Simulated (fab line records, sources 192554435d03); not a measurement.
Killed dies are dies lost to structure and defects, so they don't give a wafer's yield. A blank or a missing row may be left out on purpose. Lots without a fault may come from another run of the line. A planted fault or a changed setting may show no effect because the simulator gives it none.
A struck lot beside a sound one | flow n5_finfet | 25 steps out of a route of 1938
Sound: wafers L839.2, L839.4, L839.6. Struck: wafers L847.1, L847.2, L847.4. The cause comes at the end.
At each step with rows: each side's tool, then ch and its chambers, then its first start. Under that, the readings that differ: sound wafers | struck wafers | difference of the means | sigmas: that difference in standard deviations of wafers without a fault.
alike: readings whose means differ by less than 2 such deviations, and words and numbers that are the same on both sides. not compared: withheld readings, readings that some wafer has no value for, bounds like >300 that may hide the same value, and numbers for which the record gives no deviation and whose values overlap.
The two part at a step that has a row with sigmas, a row that says differs or no value, or rows on one side only. Numbers that don't overlap but have no deviation are shown without sigmas and don't part them. A reading that every wafer of one side lacks parts them only if that side has two wafers or more.

first, 12 steps without rows for these wafers: N5_SD_EPI_P_ETCH_36 (etches SiARC in CF4, target depth 45.5 nm, time 75.8 s); N5_SD_EPI_P_ETCH_37 (etches SOC in N2/H2, overetch 108 nm, time 486 s); N5_SD_EPI_P_STRIP_38 (strips in N2/H2); N5_SD_EPI_P_ETCHBACK_46 (etches SiNx in CH3F/O2, stops on SiO2, target depth 17.5 nm); N5_SD_EPI_P_ETCH_47 (etches SiOCN in CH3F/O2, target depth 25 nm); N5_SD_EPI_P_ETCH_16 (etches SiO2 in CHF3/O2, target depth 5 nm); N5_SD_EPI_P_STRIP_50 (strips in CHF3/O2); N5_SD_EPI_P_SD_RECESS_17 (chemistry HBr/Cl2/O2, target depth 39.1 nm, bt time 3 s); N5_SD_EPI_P_WET_ETCH_45 (etches SiO2 in dHF, time 10.7 s, target depth 2 nm, rinse time 30 s); N5_SD_EPI_P_STRIP_40 (strips in N2/H2); N5_SD_EPI_P_PRECLEAN_52 (cleans in O3/DIW, time 60 s); N5_SD_EPI_P_SRD_20 (time 30 s).
N5_SD_EPI_P_PRECLEAN_51: cleans in NF3:NH3, afs cycles 1, time 20 s, sublimation time 60 s.
  sound on epi_rpcvd-01 ch 0, day 5 13:20; struck on epi_rpcvd-01 ch 0, day 7 14:07
then, 8 steps without rows for these wafers: N5_SD_EPI_P_VAPOR_ETCH_44 (etches SiGe30 in NF3/Ar, time 3.3 s); N5_SD_EPI_P_EPI_21 (deposits SiGe:B, time 355 s); N5_SD_EPI_P_HM_STRIP_48 (strips SiNx in H3PO4, material SiNx, target depth 3 nm); N5_SD_EPI_P_SRD_49 (time 30 s); N5_SD_EPI_P_PRECLEAN_24 (cleans in O3/DIW, time 45 s); N5_SD_EPI_P_PRECLEAN_32 (cleans in dHF, time 10 s); N5_SD_EPI_P_PRECLEAN_33 (cleans in SC2, time 45 s); N5_SD_EPI_P_SRD_25 (time 30 s).
N5_SD_EPI_P_INSPECT_26: inspects for defects (darkfield).
  sound on defect_inspect-02, day 5 16:52; struck on defect_inspect-02, day 7 16:50
  reading          | sound       | struck         | difference | sigmas
  raw_defect_count | 177 201 246 | 1164 1193 1221 | +985       | +25
then, 1 step without rows for these wafers: N5_SD_ACTIVATION_RTA_00 (time 0 s).
-- the record jumps here: 5 days lie between the struck wafers' starts before and after (it left off in module SD_ACTIVATION and takes up again in module BEOL_M4, whose first step shown is number 1111 of the route) --
N5_BEOL_M4_RC_MEAS_101:
  sound on prober-02 ch 0, day 10 03:08; struck on prober-01 ch 0, day 12 15:37
  alike: DIBL_N, DIBL_P, IOFF_N, IOFF_P, ION_N, ION_P, SS_N, SS_P, VT_N, VT_P
-- the record jumps here: 5 days lie between the struck wafers' starts before and after (it left off in module BEOL_M4 and takes up again in module PASSIVATION, whose first step shown is number 1936 of the route) --
N5_PASSIVATION_PROBE_49:
  the record has rows for the struck wafers here (prober-01, day 17 06:45) and none for the sound ones

WHERE THEY PART
First at N5_SD_EPI_P_INSPECT_26; last, within this record, at N5_PASSIVATION_PROBE_49.

WHY: what the simulator had put in
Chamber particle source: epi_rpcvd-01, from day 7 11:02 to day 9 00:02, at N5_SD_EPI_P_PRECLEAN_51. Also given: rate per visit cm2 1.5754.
